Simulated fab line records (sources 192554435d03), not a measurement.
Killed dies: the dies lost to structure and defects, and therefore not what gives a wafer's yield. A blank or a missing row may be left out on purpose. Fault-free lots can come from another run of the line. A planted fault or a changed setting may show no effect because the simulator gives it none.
Lot-split experiment	flow n5 finfet	21 wafers read from 7 lots, route of 1938 steps

## ON THE SPLIT
At N5_BEOL_M5_TRENCH_ETCH_37 (etches SiCOH lowk in C4F6/O2, target depth 71.652 nm, time 24.7 s), the setting time s was moved away from the recipe's 24.7 s on 8 of the 21 wafers read, by -22.3% to +21.0%. All remaining wafers had this setting at the recipe value.

## FROM THE SPLIT TO THE READING: what the file shows between them, 13 steps
- N5_BEOL_M5_ETCH_41: etches SiCN in CH3F/O2, target depth 31.5 nm, time 56.7 s
- N5_BEOL_M5_STRIP_91: strips in N2/H2, time 10 s
- N5_BEOL_M5_OCD_MEAS_38
- N5_BEOL_M5_HM_STRIP_39: strips TiN in peroxide tin strip, target depth 25 nm, time 158 s
- N5_BEOL_M5_SRD_40: time 30 s
- N5_BEOL_M5_ECD_50: material Cu, target thk 300 nm
- N5_BEOL_M5_ANNEAL_51: time 90 s
- N5_BEOL_M5_CMP_52: polishes, stops on SiCOH lowk, t overpolish 6.9 s, target thk 62 nm
- N5_BEOL_M5_THK_MEAS_53: measures by xrf
- N5_BEOL_M5_PRE_CLEAN_77: time 15 s
- N5_BEOL_M5_CO_CAP_78: material Co, precursor CCTBA/H2, target thk 2 nm, time 102.1 s
- N5_BEOL_M5_PRE_CLEAN_55: time 15 s
- N5_BEOL_M5_DEP_56: deposits SiCN from 3MS/NH3, target thk 8 nm, time 14 s

## THE READING
Measured at N5_BEOL_M5_RS_MEAS_57 by four-point probe: M5_RS, in ohm/sq. Typical for fault-free wafers on this fab line: 0.384 ohm/sq, with standard deviation 0.012 ohm/sq.

wafer	tool, chamber at the split	time s as run, s	against the recipe	M5_RS, ohm/sq	against lot-mates on the recipe
L077.2	rie diel-06, 0	29.88	+21.0%	0.319	-0.078
L077.3	rie diel-06, 1	29.88	+21.0%	0.296	-0.101
L077.5	rie diel-06, 2	24.7	recipe	0.397	-
L079.2	rie diel-02, 2	21.9	-11.3%	0.439	+0.054
L079.4	rie diel-02, 1	24.7	recipe	0.407	-
L079.6	rie diel-02, 0	24.7	recipe	0.364	-
L081.4	rie diel-02, 1	24.7	recipe	0.396	-
L081.5	rie diel-02, 1	24.7	recipe	0.382	-
L081.6	rie diel-02, 2	27.87	+12.8%	0.330	-0.059
L083.2	rie diel-05, 3	24.7	recipe	0.391	-
L083.3	rie diel-05, 0	24.7	recipe	0.381	-
L083.5	rie diel-05, 1	24.7	recipe	0.376	-
L084.1	rie diel-02, 1	24.7	recipe	0.395	-
L084.4	rie diel-02, 0	24.7	recipe	0.371	-
L084.6	rie diel-02, 3	22.98	-7.0%	0.425	+0.042
L090.3	rie diel-05, 0	24.7	recipe	0.387	-
L090.4	rie diel-05, 1	26.56	+7.5%	0.365	-0.022
L090.5	rie diel-05, 2	26.56	+7.5%	0.354	-0.033
L092.1	rie diel-02, 2	24.7	recipe	0.368	-
L092.2	rie diel-02, 3	19.19	-22.3%	0.544	+0.166
L092.4	rie diel-02, 1	24.7	recipe	0.389	-

FIT RESULTS
A straight line over all 21 wafers: M5_RS changes by -0.00489 ohm/sq for each +1% of time s; r = -0.94; the points scatter about the line by 0.017 ohm/sq.
The same after taking each lot's own level away (the mean of its wafers on the recipe; 21 wafers): -0.00529 ohm/sq for each +1%; r = -0.95; scatter 0.016 ohm/sq.
That fit puts the effect of the largest move of time s on the reading at 0.12 ohm/sq.
Measured against the standard deviation above, the lots' own levels, which go from 0.3785 to 0.3970 ohm/sq, span 1.5 times it.
Consequently the slope shifts little with the lot-to-lot level, the two slopes agreeing.
Check: with one of the wafers moved furthest among these (-22.3%) left out of the fit, the line predicts +0.1 ohm/sq for it against its lot-mates. Against them it came out at +0.166 ohm/sq.

## THE WHOLE CHAIN: every reading that the file lists as answering this split, in the file's order
step	what it does	reading	change (the file's fit)	r (the file's)
N5_BEOL_M5_TRENCH_ETCH_37	etches SiCOH lowk in C4F6/O2, target depth 71.652 nm, time 24.7 s	etch.depth nm (the simulator's own value, which no gauge read)	+0.722 nm for each +1% of the setting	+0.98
N5_BEOL_M5_TRENCH_ETCH_37	etches SiCOH lowk in C4F6/O2, target depth 71.652 nm, time 24.7 s	BEOL_M5.feature depth nm (the simulator's own value, which no gauge read)	+0.722 nm for each +1% of the setting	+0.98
N5_BEOL_M5_OCD_MEAS_38		trench depth nm	+0.73 nm for each +1% of the setting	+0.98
N5_BEOL_M5_CMP_52	polishes, stops on SiCOH lowk, t overpolish 6.9 s, target thk 62 nm	Cu_of_BEOL_M5_ECD_50.thk nm (the simulator's own value, which no gauge read)	+0.688 nm for each +1% of the setting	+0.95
N5_BEOL_M5_THK_MEAS_53	measures by xrf	M5_THK	+0.679 for each +1% of the setting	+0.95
N5_BEOL_M5_RS_MEAS_57	measures by four-point-probe	M5_RS	-0.00556 for each +1% of the setting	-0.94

## THE FILE'S OWN FIT
M5_RS changes by -0.00556 ohm/sq for each +1% of time s, r = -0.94.
